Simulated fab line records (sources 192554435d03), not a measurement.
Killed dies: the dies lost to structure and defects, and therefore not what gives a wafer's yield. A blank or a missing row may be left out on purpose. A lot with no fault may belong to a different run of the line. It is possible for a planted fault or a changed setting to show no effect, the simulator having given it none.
What tool caused it? / flow n5Finfet / 24 lots, 72 wafers sampled, at 6 steps of a route of 1938

WHAT THE GAUGES SHOWED, per wafer
The record holds no reading of a measuring or inspecting step that can be judged against a usual standard deviation.

WHAT TOOL EACH LOT RAN ON (gives the tool, then ch and the chambers of the sampled wafers, and finally the start)
lot=L074; N5_BEOL_M0_SPUTTER_116=pvdSputter-02, day 6 02:09; N5_BEOL_M0_ANNEAL_119=rtpAnneal-01 ch 0, day 6 03:10; N5_BEOL_M1_STRIP_66=rieDiel-03 ch 1,2,3, day 6 06:17; N5_BEOL_M1_STRIP_19=rieDiel-03 ch 0,1,3, day 6 06:32; N5_BEOL_M1_ALD_98=aldSin-04 ch 0,2,3, day 6 07:37; N5_BEOL_M1_DEGAS_44=pvdSputter-02, day 6 09:16
lot=L075; N5_BEOL_M0_SPUTTER_116=pvdSputter-01, day 6 07:46; N5_BEOL_M0_ANNEAL_119=rtpAnneal-02 ch 0, day 6 08:32; N5_BEOL_M1_STRIP_66=rieDiel-05 ch 0,3, day 6 12:55; N5_BEOL_M1_STRIP_19=rieDiel-03 ch 0,1,3, day 6 13:14; N5_BEOL_M1_ALD_98=aldSin-04 ch 0,2,3, day 6 14:00; N5_BEOL_M1_DEGAS_44=pvdSputter-01, day 6 14:51
lot=L076; N5_BEOL_M0_SPUTTER_116=pvdSputter-01, day 6 08:14; N5_BEOL_M0_ANNEAL_119=rtpAnneal-01 ch 0, day 6 08:53; N5_BEOL_M1_STRIP_66=rieDiel-03 ch 0,2,3, day 6 13:31; N5_BEOL_M1_STRIP_19=rieDiel-03 ch 0,1,3, day 6 13:40; N5_BEOL_M1_ALD_98=aldSin-01 ch 0,1, day 6 14:58; N5_BEOL_M1_DEGAS_44=pvdSputter-01, day 6 18:13
lot=L077; N5_BEOL_M0_SPUTTER_116=pvdSputter-03, day 6 14:35; N5_BEOL_M0_ANNEAL_119=rtpAnneal-02 ch 0, day 6 16:01; N5_BEOL_M1_STRIP_66=rieDiel-03 ch 0,2,3, day 6 18:45; N5_BEOL_M1_STRIP_19=rieDiel-05 ch 0,1, day 6 18:59; N5_BEOL_M1_ALD_98=aldSin-04 ch 0,1,3, day 6 20:12; N5_BEOL_M1_DEGAS_44=pvdSputter-01, day 6 21:32
lot=L078; N5_BEOL_M0_SPUTTER_116=pvdSputter-03, day 6 20:59; N5_BEOL_M0_ANNEAL_119=rtpAnneal-01 ch 0, day 6 21:50; N5_BEOL_M1_STRIP_66=rieDiel-05 ch 2,3, day 7 01:33; N5_BEOL_M1_STRIP_19=rieDiel-03 ch 2,3, day 7 01:42; N5_BEOL_M1_ALD_98=aldSin-04 ch 0,1, day 7 02:21; N5_BEOL_M1_DEGAS_44=pvdSputter-02, day 7 05:26
lot=L079; N5_BEOL_M0_SPUTTER_116=pvdSputter-02, day 7 01:50; N5_BEOL_M0_ANNEAL_119=rtpAnneal-02 ch 0, day 7 02:25; N5_BEOL_M1_STRIP_66=rieDiel-05 ch 1,2,3, day 7 06:32; N5_BEOL_M1_STRIP_19=rieDiel-06 ch 1,2,3, day 7 06:55; N5_BEOL_M1_ALD_98=aldSin-04 ch 0,1,2, day 7 08:13; N5_BEOL_M1_DEGAS_44=pvdSputter-01, day 7 11:07
lot=L080; N5_BEOL_M0_SPUTTER_116=pvdSputter-02, day 7 11:03; N5_BEOL_M0_ANNEAL_119=rtpAnneal-02 ch 0, day 7 12:02; N5_BEOL_M1_STRIP_66=rieDiel-06 ch 0,1,2, day 7 14:42; N5_BEOL_M1_STRIP_19=rieDiel-05 ch 0,1,3, day 7 14:52; N5_BEOL_M1_ALD_98=aldSin-01 ch 0,3, day 7 15:49; N5_BEOL_M1_DEGAS_44=pvdSputter-02, day 7 17:34
lot=L081; N5_BEOL_M0_SPUTTER_116=pvdSputter-03, day 7 17:11; N5_BEOL_M0_ANNEAL_119=rtpAnneal-02 ch 0, day 7 17:55; N5_BEOL_M1_STRIP_66=rieDiel-05 ch 0,2,3, day 7 21:35; N5_BEOL_M1_STRIP_19=rieDiel-06 ch 0,1,3, day 7 21:50; N5_BEOL_M1_ALD_98=aldSin-04 ch 1,2,3, day 7 22:31; N5_BEOL_M1_DEGAS_44=pvdSputter-02, day 8 04:02
lot=L082; N5_BEOL_M0_SPUTTER_116=pvdSputter-02, day 7 19:35; N5_BEOL_M0_ANNEAL_119=rtpAnneal-02 ch 0, day 7 20:11; N5_BEOL_M1_STRIP_66=rieDiel-05 ch 0,2,3, day 7 22:43; N5_BEOL_M1_STRIP_19=rieDiel-05 ch 0,2,3, day 7 22:53; N5_BEOL_M1_ALD_98=aldSin-04 ch 0,3, day 7 23:45; N5_BEOL_M1_DEGAS_44=pvdSputter-02, day 8 11:34
lot=L083; N5_BEOL_M0_SPUTTER_116=pvdSputter-01, day 8 06:20; N5_BEOL_M0_ANNEAL_119=rtpAnneal-02 ch 0, day 8 06:54; N5_BEOL_M1_STRIP_66=rieDiel-05 ch 0,1,2, day 8 11:13; N5_BEOL_M1_STRIP_19=rieDiel-05 ch 0,2, day 8 11:44; N5_BEOL_M1_ALD_98=aldSin-01 ch 0,1, day 8 13:26; N5_BEOL_M1_DEGAS_44=pvdSputter-03, day 8 21:48
lot=L084; N5_BEOL_M0_SPUTTER_116=pvdSputter-02, day 8 12:48; N5_BEOL_M0_ANNEAL_119=rtpAnneal-01 ch 0, day 8 13:21; N5_BEOL_M1_STRIP_66=rieDiel-06 ch 2,3, day 8 17:05; N5_BEOL_M1_STRIP_19=rieDiel-05 ch 0,2, day 8 17:20; N5_BEOL_M1_ALD_98=aldSin-01 ch 2,3, day 8 18:44; N5_BEOL_M1_DEGAS_44=pvdSputter-02, day 9 03:03
lot=L085; N5_BEOL_M0_SPUTTER_116=pvdSputter-03, day 9 01:40; N5_BEOL_M0_ANNEAL_119=rtpAnneal-01 ch 0, day 9 02:16; N5_BEOL_M1_STRIP_66=rieDiel-03 ch 0,2,3, day 9 06:52; N5_BEOL_M1_STRIP_19=rieDiel-06 ch 2,3, day 9 07:01; N5_BEOL_M1_ALD_98=aldSin-04 ch 1,2,3, day 9 07:40; N5_BEOL_M1_DEGAS_44=pvdSputter-02, day 9 09:48
lot=L086; N5_BEOL_M0_SPUTTER_116=pvdSputter-03, day 9 02:06; N5_BEOL_M0_ANNEAL_119=rtpAnneal-02 ch 0, day 9 02:39; N5_BEOL_M1_STRIP_66=rieDiel-03 ch 1,3, day 9 07:05; N5_BEOL_M1_STRIP_19=rieDiel-06 ch 1,3, day 9 07:14; N5_BEOL_M1_ALD_98=aldSin-01 ch 0,3, day 9 08:07; N5_BEOL_M1_DEGAS_44=pvdSputter-01, day 9 15:40
lot=L087; N5_BEOL_M0_SPUTTER_116=pvdSputter-01, day 9 10:10; N5_BEOL_M0_ANNEAL_119=rtpAnneal-02 ch 0, day 9 11:07; N5_BEOL_M1_STRIP_66=rieDiel-06 ch 1,2,3, day 9 14:13; N5_BEOL_M1_STRIP_19=rieDiel-05 ch 0,1,2, day 9 14:28; N5_BEOL_M1_ALD_98=aldSin-04 ch 0,2,3, day 9 15:19; N5_BEOL_M1_DEGAS_44=pvdSputter-01, day 9 20:02
lot=L088; N5_BEOL_M0_SPUTTER_116=pvdSputter-02, day 9 10:13; N5_BEOL_M0_ANNEAL_119=rtpAnneal-01 ch 0, day 9 11:09; N5_BEOL_M1_STRIP_66=rieDiel-05 ch 0,1, day 9 14:16; N5_BEOL_M1_STRIP_19=rieDiel-05 ch 0,3, day 9 14:25; N5_BEOL_M1_ALD_98=aldSin-04 ch 1,2,3, day 9 15:04; N5_BEOL_M1_DEGAS_44=pvdSputter-03, day 9 23:01
lot=L089; N5_BEOL_M0_SPUTTER_116=pvdSputter-03, day 9 12:40; N5_BEOL_M0_ANNEAL_119=rtpAnneal-01 ch 0, day 9 13:13; N5_BEOL_M1_STRIP_66=rieDiel-05 ch 0,1, day 9 16:02; N5_BEOL_M1_STRIP_19=rieDiel-03 ch 0,1,3, day 9 16:11; N5_BEOL_M1_ALD_98=aldSin-02 ch 2,3, day 9 16:57; N5_BEOL_M1_DEGAS_44=pvdSputter-03, day 9 23:10
lot=L090; N5_BEOL_M0_SPUTTER_116=pvdSputter-01, day 10 04:32; N5_BEOL_M0_ANNEAL_119=rtpAnneal-02 ch 0, day 10 05:08; N5_BEOL_M1_STRIP_66=rieDiel-06 ch 1,3, day 10 07:53; N5_BEOL_M1_STRIP_19=rieDiel-06 ch 0,1,3, day 10 08:02; N5_BEOL_M1_ALD_98=aldSin-02 ch 1,2,3, day 10 08:49; N5_BEOL_M1_DEGAS_44=pvdSputter-03, day 10 10:23
lot=L092; N5_BEOL_M0_SPUTTER_116=pvdSputter-02, day 10 11:46; N5_BEOL_M0_ANNEAL_119=rtpAnneal-01 ch 0, day 10 12:22; N5_BEOL_M1_STRIP_66=rieDiel-03 ch 1,2,3, day 10 17:25; N5_BEOL_M1_STRIP_19=rieDiel-06 ch 0,2, day 10 17:37; N5_BEOL_M1_ALD_98=aldSin-01 ch 0,1,3, day 10 18:22; N5_BEOL_M1_DEGAS_44=pvdSputter-01, day 10 19:55
lot=L093; N5_BEOL_M0_SPUTTER_116=pvdSputter-03, day 10 18:19; N5_BEOL_M0_ANNEAL_119=rtpAnneal-02 ch 0, day 10 18:58; N5_BEOL_M1_STRIP_66=rieDiel-05 ch 0,3, day 10 21:11; N5_BEOL_M1_STRIP_19=rieDiel-05 ch 2,3, day 10 21:20; N5_BEOL_M1_ALD_98=aldSin-01 ch 1,2,3, day 10 21:59; N5_BEOL_M1_DEGAS_44=pvdSputter-01, day 10 23:33
lot=L094; N5_BEOL_M0_SPUTTER_116=pvdSputter-03, day 10 19:32; N5_BEOL_M0_ANNEAL_119=rtpAnneal-02 ch 0, day 10 20:14; N5_BEOL_M1_STRIP_66=rieDiel-03 ch 0,3, day 10 23:48; N5_BEOL_M1_STRIP_19=rieDiel-03 ch 2,3, day 10 23:57; N5_BEOL_M1_ALD_98=aldSin-01 ch 1,2, day 11 00:43; N5_BEOL_M1_DEGAS_44=pvdSputter-02, day 11 07:20
lot=L095; N5_BEOL_M0_SPUTTER_116=pvdSputter-03, day 11 00:37; N5_BEOL_M0_ANNEAL_119=rtpAnneal-02 ch 0, day 11 01:10; N5_BEOL_M1_STRIP_66=rieDiel-06 ch 0,1, day 11 03:35; N5_BEOL_M1_STRIP_19=rieDiel-03 ch 1,2, day 11 03:44; N5_BEOL_M1_ALD_98=aldSin-01 ch 0,1,2, day 11 04:30; N5_BEOL_M1_DEGAS_44=pvdSputter-02, day 11 10:08
lot=L096; N5_BEOL_M0_SPUTTER_116=pvdSputter-03, day 11 13:13; N5_BEOL_M0_ANNEAL_119=rtpAnneal-01 ch 0, day 11 13:49; N5_BEOL_M1_STRIP_66=rieDiel-03 ch 2,3, day 11 15:58; N5_BEOL_M1_STRIP_19=rieDiel-06 ch 1,3, day 11 16:07; N5_BEOL_M1_ALD_98=aldSin-02 ch 0,2, day 11 16:46; N5_BEOL_M1_DEGAS_44=pvdSputter-01, day 11 19:02
lot=L097; N5_BEOL_M0_SPUTTER_116=pvdSputter-03, day 11 17:32; N5_BEOL_M0_ANNEAL_119=rtpAnneal-01 ch 0, day 11 18:10; N5_BEOL_M1_STRIP_66=rieDiel-03 ch 0,1,3, day 11 20:28; N5_BEOL_M1_STRIP_19=rieDiel-05 ch 0,1,3, day 11 20:37; N5_BEOL_M1_ALD_98=aldSin-01 ch 1,2,3, day 11 22:01; N5_BEOL_M1_DEGAS_44=pvdSputter-01, day 12 06:51
lot=L091; N5_BEOL_M0_SPUTTER_116=pvdSputter-01, day 11 20:02; N5_BEOL_M0_ANNEAL_119=rtpAnneal-01 ch 0, day 11 20:53; N5_BEOL_M1_STRIP_66=rieDiel-06 ch 0,3, day 12 00:01; N5_BEOL_M1_STRIP_19=rieDiel-05 ch 1,2,3, day 12 00:10; N5_BEOL_M1_ALD_98=aldSin-04 ch 0,2,3, day 12 00:57; N5_BEOL_M1_DEGAS_44=pvdSputter-01, day 12 10:17
- N5_BEOL_M0_SPUTTER_116: material Cu, target thk 4 nm, time 7.37 s.
- N5_BEOL_M0_ANNEAL_119: time 90 s.
- N5_BEOL_M1_STRIP_66: strips in CF4.
- N5_BEOL_M1_STRIP_19: strips in O2.
- N5_BEOL_M1_ALD_98: deposits SiO2, target thk 2.5 nm, pulse time 1 s, co reactant pulse time 1 s.
- N5_BEOL_M1_DEGAS_44: time 60 s.

AS READ BY THE TOOLS THEMSELVES (means over the sampled wafers that have a number; for cases with no such wafer, the mark the record gives instead)
N5_BEOL_M0_SPUTTER_116.
lot=L074; tool=pvdSputter-02; throttleValvePct (%)=29.2
lot=L075; tool=pvdSputter-01; throttleValvePct (%)=31.4
lot=L076; tool=pvdSputter-01; throttleValvePct (%)=29.9
lot=L077; tool=pvdSputter-03; throttleValvePct (%)=30.9
lot=L078; tool=pvdSputter-03; throttleValvePct (%)=29.6
lot=L079; tool=pvdSputter-02; throttleValvePct (%)=29.5
lot=L080; tool=pvdSputter-02; throttleValvePct (%)=29.5
lot=L081; tool=pvdSputter-03; throttleValvePct (%)=29.5
lot=L082; tool=pvdSputter-02; throttleValvePct (%)=29.7
lot=L083; tool=pvdSputter-01; throttleValvePct (%)=30.3
lot=L084; tool=pvdSputter-02; throttleValvePct (%)=29.1
lot=L085; tool=pvdSputter-03; throttleValvePct (%)=30.3
lot=L086; tool=pvdSputter-03; throttleValvePct (%)=30.3
lot=L087; tool=pvdSputter-01; throttleValvePct (%)=30.7
lot=L088; tool=pvdSputter-02; throttleValvePct (%)=29.6
lot=L089; tool=pvdSputter-03; throttleValvePct (%)=29.2
lot=L090; tool=pvdSputter-01; throttleValvePct (%)=31.4
lot=L092; tool=pvdSputter-02; throttleValvePct (%)=29.7
lot=L093; tool=pvdSputter-03; throttleValvePct (%)=29.7
lot=L094; tool=pvdSputter-03; throttleValvePct (%)=30.0
lot=L095; tool=pvdSputter-03; throttleValvePct (%)=30.6
lot=L096; tool=pvdSputter-03; throttleValvePct (%)=30.1
lot=L097; tool=pvdSputter-03; throttleValvePct (%)=29.6
lot=L091; tool=pvdSputter-01; throttleValvePct (%)=30.8

N5_BEOL_M0_ANNEAL_119.
lot=L074 tool=rtpAnneal-01 wafer_temp_C_max=226.3
lot=L075 tool=rtpAnneal-02 wafer_temp_C_max=225.7
lot=L076 tool=rtpAnneal-01 wafer_temp_C_max=226.1
lot=L077 tool=rtpAnneal-02 wafer_temp_C_max=225.7
lot=L078 tool=rtpAnneal-01 wafer_temp_C_max=226.1
lot=L079 tool=rtpAnneal-02 wafer_temp_C_max=225.6
lot=L080 tool=rtpAnneal-02 wafer_temp_C_max=225.6
lot=L081 tool=rtpAnneal-02 wafer_temp_C_max=225.8
lot=L082 tool=rtpAnneal-02 wafer_temp_C_max=225.6
lot=L083 tool=rtpAnneal-02 wafer_temp_C_max=225.8
lot=L084 tool=rtpAnneal-01 wafer_temp_C_max=225.9
lot=L085 tool=rtpAnneal-01 wafer_temp_C_max=226.4
lot=L086 tool=rtpAnneal-02 wafer_temp_C_max=225.6
lot=L087 tool=rtpAnneal-02 wafer_temp_C_max=225.7
lot=L088 tool=rtpAnneal-01 wafer_temp_C_max=226.0
lot=L089 tool=rtpAnneal-01 wafer_temp_C_max=226.0
lot=L090 tool=rtpAnneal-02 wafer_temp_C_max=225.9
lot=L092 tool=rtpAnneal-01 wafer_temp_C_max=226.3
lot=L093 tool=rtpAnneal-02 wafer_temp_C_max=225.8
lot=L094 tool=rtpAnneal-02 wafer_temp_C_max=225.5
lot=L095 tool=rtpAnneal-02 wafer_temp_C_max=225.8
lot=L096 tool=rtpAnneal-01 wafer_temp_C_max=226.3
lot=L097 tool=rtpAnneal-01 wafer_temp_C_max=226.2
lot=L091 tool=rtpAnneal-01 wafer_temp_C_max=226.2

N5_BEOL_M1_STRIP_66.
lot=L074; tool=rieDiel-03; drypumpMotorCurrentA (A)=5.9; oesProductAu (a.u.)=0.73; rfVppV (V)=271.3; showerheadPlenumPTorr (Torr)=1.82; throttleValvePct (%)=13.77
lot=L075; tool=rieDiel-05; drypumpMotorCurrentA (A)=5.7; oesProductAu (a.u.)=0.73; rfVppV (V)=270.7; showerheadPlenumPTorr (Torr)=1.76; throttleValvePct (%)=13.72
lot=L076; tool=rieDiel-03; drypumpMotorCurrentA (A)=5.9; oesProductAu (a.u.)=0.75; rfVppV (V)=271.1; showerheadPlenumPTorr (Torr)=1.82; throttleValvePct (%)=13.75
lot=L077; tool=rieDiel-03; drypumpMotorCurrentA (A)=5.9; oesProductAu (a.u.)=0.75; rfVppV (V)=271.1; showerheadPlenumPTorr (Torr)=1.82; throttleValvePct (%)=13.76
lot=L078; tool=rieDiel-05; drypumpMotorCurrentA (A)=5.0; oesProductAu (a.u.)=0.82; rfVppV (V)=270.2; showerheadPlenumPTorr (Torr)=1.74; throttleValvePct (%)=13.65
lot=L079; tool=rieDiel-05; drypumpMotorCurrentA (A)=5.2; oesProductAu (a.u.)=0.78; rfVppV (V)=269.6; showerheadPlenumPTorr (Torr)=1.73; throttleValvePct (%)=13.65
lot=L080; tool=rieDiel-06; drypumpMotorCurrentA (A)=5.8; oesProductAu (a.u.)=0.73; rfVppV (V)=272.0; showerheadPlenumPTorr (Torr)=1.80; throttleValvePct (%)=13.94
lot=L081; tool=rieDiel-05; drypumpMotorCurrentA (A)=5.6; oesProductAu (a.u.)=0.79; rfVppV (V)=270.5; showerheadPlenumPTorr (Torr)=1.78; throttleValvePct (%)=13.63
lot=L082; tool=rieDiel-05; drypumpMotorCurrentA (A)=5.6; oesProductAu (a.u.)=0.79; rfVppV (V)=270.2; showerheadPlenumPTorr (Torr)=1.78; throttleValvePct (%)=13.63
lot=L083; tool=rieDiel-05; drypumpMotorCurrentA (A)=5.8; oesProductAu (a.u.)=0.81; rfVppV (V)=271.2; showerheadPlenumPTorr (Torr)=1.78; throttleValvePct (%)=13.50
lot=L084; tool=rieDiel-06; drypumpMotorCurrentA (A)=5.6; oesProductAu (a.u.)=0.75; rfVppV (V)=270.0; showerheadPlenumPTorr (Torr)=1.71; throttleValvePct (%)=13.77
lot=L085; tool=rieDiel-03; drypumpMotorCurrentA (A)=5.9; oesProductAu (a.u.)=0.74; rfVppV (V)=270.5; showerheadPlenumPTorr (Torr)=1.82; throttleValvePct (%)=13.78
lot=L086; tool=rieDiel-03; drypumpMotorCurrentA (A)=5.9; oesProductAu (a.u.)=0.73; rfVppV (V)=271.1; showerheadPlenumPTorr (Torr)=1.79; throttleValvePct (%)=13.68
lot=L087; tool=rieDiel-06; drypumpMotorCurrentA (A)=5.9; oesProductAu (a.u.)=0.76; rfVppV (V)=270.1; showerheadPlenumPTorr (Torr)=1.76; throttleValvePct (%)=13.79
lot=L088; tool=rieDiel-05; drypumpMotorCurrentA (A)=6.3; oesProductAu (a.u.)=0.79; rfVppV (V)=272.1; showerheadPlenumPTorr (Torr)=1.82; throttleValvePct (%)=13.47
lot=L089; tool=rieDiel-05; drypumpMotorCurrentA (A)=6.3; oesProductAu (a.u.)=0.79; rfVppV (V)=271.8; showerheadPlenumPTorr (Torr)=1.82; throttleValvePct (%)=13.46
lot=L090; tool=rieDiel-06; drypumpMotorCurrentA (A)=6.2; oesProductAu (a.u.)=0.77; rfVppV (V)=271.7; showerheadPlenumPTorr (Torr)=1.81; throttleValvePct (%)=13.82
lot=L092; tool=rieDiel-03; drypumpMotorCurrentA (A)=6.0; oesProductAu (a.u.)=0.72; rfVppV (V)=271.2; showerheadPlenumPTorr (Torr)=1.81; throttleValvePct (%)=13.81
lot=L093; tool=rieDiel-05; drypumpMotorCurrentA (A)=6.2; oesProductAu (a.u.)=0.84; rfVppV (V)=273.1; showerheadPlenumPTorr (Torr)=1.88; throttleValvePct (%)=13.43
lot=L094; tool=rieDiel-03; drypumpMotorCurrentA (A)=5.8; oesProductAu (a.u.)=0.76; rfVppV (V)=272.3; showerheadPlenumPTorr (Torr)=1.81; throttleValvePct (%)=13.67
lot=L095; tool=rieDiel-06; drypumpMotorCurrentA (A)=6.1; oesProductAu (a.u.)=0.80; rfVppV (V)=272.3; showerheadPlenumPTorr (Torr)=1.85; throttleValvePct (%)=13.83
lot=L096; tool=rieDiel-03; drypumpMotorCurrentA (A)=6.0; oesProductAu (a.u.)=0.70; rfVppV (V)=272.0; showerheadPlenumPTorr (Torr)=1.83; throttleValvePct (%)=13.95
lot=L097; tool=rieDiel-03; drypumpMotorCurrentA (A)=5.9; oesProductAu (a.u.)=0.73; rfVppV (V)=271.4; showerheadPlenumPTorr (Torr)=1.79; throttleValvePct (%)=13.71
lot=L091; tool=rieDiel-06; drypumpMotorCurrentA (A)=5.8; oesProductAu (a.u.)=0.87; rfVppV (V)=272.0; showerheadPlenumPTorr (Torr)=1.81; throttleValvePct (%)=13.67

N5_BEOL_M1_STRIP_19.
lot=L074; tool=rieDiel-03; drypumpMotorCurrentA (A)=5.9; oesProductAu (a.u.)=0.77; rfVppV (V)=4.1; showerheadPlenumPTorr (Torr)=2.11; throttleValvePct (%)=16.75
lot=L075; tool=rieDiel-03; drypumpMotorCurrentA (A)=5.9; oesProductAu (a.u.)=0.77; rfVppV (V)=3.6; showerheadPlenumPTorr (Torr)=2.11; throttleValvePct (%)=16.76
lot=L076; tool=rieDiel-03; drypumpMotorCurrentA (A)=5.9; oesProductAu (a.u.)=0.77; rfVppV (V)=4.3; showerheadPlenumPTorr (Torr)=2.11; throttleValvePct (%)=16.75
lot=L077; tool=rieDiel-05; drypumpMotorCurrentA (A)=6.3; oesProductAu (a.u.)=0.84; rfVppV (V)=3.7; showerheadPlenumPTorr (Torr)=2.14; throttleValvePct (%)=16.48
lot=L078; tool=rieDiel-03; drypumpMotorCurrentA (A)=5.9; oesProductAu (a.u.)=0.71; rfVppV (V)=3.3; showerheadPlenumPTorr (Torr)=2.14; throttleValvePct (%)=16.89
lot=L079; tool=rieDiel-06; drypumpMotorCurrentA (A)=5.9; oesProductAu (a.u.)=0.79; rfVppV (V)=3.5; showerheadPlenumPTorr (Torr)=2.06; throttleValvePct (%)=16.82
lot=L080; tool=rieDiel-05; drypumpMotorCurrentA (A)=5.8; oesProductAu (a.u.)=0.77; rfVppV (V)=3.7; showerheadPlenumPTorr (Torr)=2.06; throttleValvePct (%)=16.66
lot=L081; tool=rieDiel-06; drypumpMotorCurrentA (A)=6.0; oesProductAu (a.u.)=0.78; rfVppV (V)=3.2; showerheadPlenumPTorr (Torr)=2.12; throttleValvePct (%)=16.94
lot=L082; tool=rieDiel-05; drypumpMotorCurrentA (A)=5.7; oesProductAu (a.u.)=0.80; rfVppV (V)=3.9; showerheadPlenumPTorr (Torr)=2.08; throttleValvePct (%)=16.73
lot=L083; tool=rieDiel-05; drypumpMotorCurrentA (A)=5.6; oesProductAu (a.u.)=0.87; rfVppV (V)=4.0; showerheadPlenumPTorr (Torr)=2.10; throttleValvePct (%)=16.67
lot=L084; tool=rieDiel-05; drypumpMotorCurrentA (A)=5.6; oesProductAu (a.u.)=0.86; rfVppV (V)=3.9; showerheadPlenumPTorr (Torr)=2.10; throttleValvePct (%)=16.68
lot=L085; tool=rieDiel-06; drypumpMotorCurrentA (A)=5.6; oesProductAu (a.u.)=0.75; rfVppV (V)=4.2; showerheadPlenumPTorr (Torr)=1.99; throttleValvePct (%)=16.80
lot=L086; tool=rieDiel-06; drypumpMotorCurrentA (A)=6.0; oesProductAu (a.u.)=0.82; rfVppV (V)=4.0; showerheadPlenumPTorr (Torr)=2.07; throttleValvePct (%)=16.78
lot=L087; tool=rieDiel-05; drypumpMotorCurrentA (A)=5.8; oesProductAu (a.u.)=0.81; rfVppV (V)=3.5; showerheadPlenumPTorr (Torr)=2.08; throttleValvePct (%)=16.63
lot=L088; tool=rieDiel-05; drypumpMotorCurrentA (A)=6.2; oesProductAu (a.u.)=0.87; rfVppV (V)=3.8; showerheadPlenumPTorr (Torr)=2.21; throttleValvePct (%)=16.51
lot=L089; tool=rieDiel-03; drypumpMotorCurrentA (A)=5.9; oesProductAu (a.u.)=0.76; rfVppV (V)=3.2; showerheadPlenumPTorr (Torr)=2.10; throttleValvePct (%)=16.78
lot=L090; tool=rieDiel-06; drypumpMotorCurrentA (A)=6.0; oesProductAu (a.u.)=0.86; rfVppV (V)=3.7; showerheadPlenumPTorr (Torr)=2.11; throttleValvePct (%)=16.82
lot=L092; tool=rieDiel-06; drypumpMotorCurrentA (A)=5.5; oesProductAu (a.u.)=0.96; rfVppV (V)=3.3; showerheadPlenumPTorr (Torr)=2.20; throttleValvePct (%)=16.50
lot=L093; tool=rieDiel-05; drypumpMotorCurrentA (A)=5.1; oesProductAu (a.u.)=0.91; rfVppV (V)=3.9; showerheadPlenumPTorr (Torr)=2.17; throttleValvePct (%)=16.60
lot=L094; tool=rieDiel-03; drypumpMotorCurrentA (A)=5.8; oesProductAu (a.u.)=0.71; rfVppV (V)=3.5; showerheadPlenumPTorr (Torr)=2.10; throttleValvePct (%)=16.84
lot=L095; tool=rieDiel-03; drypumpMotorCurrentA (A)=6.1; oesProductAu (a.u.)=0.71; rfVppV (V)=3.5; showerheadPlenumPTorr (Torr)=2.14; throttleValvePct (%)=16.94
lot=L096; tool=rieDiel-06; drypumpMotorCurrentA (A)=6.2; oesProductAu (a.u.)=0.76; rfVppV (V)=3.9; showerheadPlenumPTorr (Torr)=2.12; throttleValvePct (%)=16.96
lot=L097; tool=rieDiel-05; drypumpMotorCurrentA (A)=5.8; oesProductAu (a.u.)=0.83; rfVppV (V)=3.5; showerheadPlenumPTorr (Torr)=2.14; throttleValvePct (%)=16.56
lot=L091; tool=rieDiel-05; drypumpMotorCurrentA (A)=5.2; oesProductAu (a.u.)=0.84; rfVppV (V)=4.4; showerheadPlenumPTorr (Torr)=2.09; throttleValvePct (%)=16.65

N5_BEOL_M1_ALD_98.
lot=L074; tool=aldSin-04; heaterPowerW (W)=87; precursorPulseHeightRel=0.993
lot=L075; tool=aldSin-04; heaterPowerW (W)=86; precursorPulseHeightRel=0.980
lot=L076; tool=aldSin-01; heaterPowerW (W)=78; precursorPulseHeightRel=0.988
lot=L077; tool=aldSin-04; heaterPowerW (W)=82; precursorPulseHeightRel=1.019
lot=L078; tool=aldSin-04; heaterPowerW (W)=77; precursorPulseHeightRel=1.004
lot=L079; tool=aldSin-04; heaterPowerW (W)=84; precursorPulseHeightRel=1.012
lot=L080; tool=aldSin-01; heaterPowerW (W)=83; precursorPulseHeightRel=1.004
lot=L081; tool=aldSin-04; heaterPowerW (W)=89; precursorPulseHeightRel=0.987
lot=L082; tool=aldSin-04; heaterPowerW (W)=80; precursorPulseHeightRel=1.026
lot=L083; tool=aldSin-01; heaterPowerW (W)=84; precursorPulseHeightRel=1.000
lot=L084; tool=aldSin-01; heaterPowerW (W)=89; precursorPulseHeightRel=1.002
lot=L085; tool=aldSin-04; heaterPowerW (W)=85; precursorPulseHeightRel=1.004
lot=L086; tool=aldSin-01; heaterPowerW (W)=86; precursorPulseHeightRel=0.995
lot=L087; tool=aldSin-04; heaterPowerW (W)=85; precursorPulseHeightRel=1.002
lot=L088; tool=aldSin-04; heaterPowerW (W)=86; precursorPulseHeightRel=1.003
lot=L089; tool=aldSin-02; heaterPowerW (W)=76; precursorPulseHeightRel=0.988
lot=L090; tool=aldSin-02; heaterPowerW (W)=77; precursorPulseHeightRel=1.022
lot=L092; tool=aldSin-01; heaterPowerW (W)=81; precursorPulseHeightRel=1.004
lot=L093; tool=aldSin-01; heaterPowerW (W)=83; precursorPulseHeightRel=1.000
lot=L094; tool=aldSin-01; heaterPowerW (W)=81; precursorPulseHeightRel=0.992
lot=L095; tool=aldSin-01; heaterPowerW (W)=84; precursorPulseHeightRel=1.008
lot=L096; tool=aldSin-02; heaterPowerW (W)=80; precursorPulseHeightRel=1.007
lot=L097; tool=aldSin-01; heaterPowerW (W)=83; precursorPulseHeightRel=1.010
lot=L091; tool=aldSin-04; heaterPowerW (W)=84; precursorPulseHeightRel=0.993

N5_BEOL_M1_DEGAS_44.
lot=L074; tool=pvdSputter-02; heaterPowerW (W)=337
lot=L075; tool=pvdSputter-01; heaterPowerW (W)=351
lot=L076; tool=pvdSputter-01; heaterPowerW (W)=334
lot=L077; tool=pvdSputter-01; heaterPowerW (W)=311
lot=L078; tool=pvdSputter-02; heaterPowerW (W)=339
lot=L079; tool=pvdSputter-01; heaterPowerW (W)=312
lot=L080; tool=pvdSputter-02; heaterPowerW (W)=343
lot=L081; tool=pvdSputter-02; heaterPowerW (W)=346
lot=L082; tool=pvdSputter-02; heaterPowerW (W)=337
lot=L083; tool=pvdSputter-03; heaterPowerW (W)=333
lot=L084; tool=pvdSputter-02; heaterPowerW (W)=346
lot=L085; tool=pvdSputter-02; heaterPowerW (W)=338
lot=L086; tool=pvdSputter-01; heaterPowerW (W)=329
lot=L087; tool=pvdSputter-01; heaterPowerW (W)=304
lot=L088; tool=pvdSputter-03; heaterPowerW (W)=331
lot=L089; tool=pvdSputter-03; heaterPowerW (W)=312
lot=L090; tool=pvdSputter-03; heaterPowerW (W)=315
lot=L092; tool=pvdSputter-01; heaterPowerW (W)=309
lot=L093; tool=pvdSputter-01; heaterPowerW (W)=314
lot=L094; tool=pvdSputter-02; heaterPowerW (W)=340
lot=L095; tool=pvdSputter-02; heaterPowerW (W)=344
lot=L096; tool=pvdSputter-01; heaterPowerW (W)=334
lot=L097; tool=pvdSputter-01; heaterPowerW (W)=317
lot=L091; tool=pvdSputter-01; heaterPowerW (W)=305

THE ANSWER, worked out from the rows above alone
Rule: usual is defined by the lots themselves. The widest of any qualifying gaps counts: lots, ordered by their means at a reading, are off when they make up no more than a third of the lots, leave a main group of 4 or more, and stand apart from it by 3 or more times the standard deviation of that group's means. The tables above print the reading to a certain number of digits; a main group whose means all agree to those digits is not used. Also off: a lot with no number at a reading for which 4 or more lots have one. Any other lot the step has rows for is counted as sound. After the gauges, taken in route order, come the tools' own readings; for these a lot's mean is taken, as printed above. At the first step where some lot is off, the reading lying furthest off is the one used; lots without a number count as furthest.
No lot is off at any reading shown: from this, nothing can be told.

WHAT THE SIMULATOR HAD PUT IN
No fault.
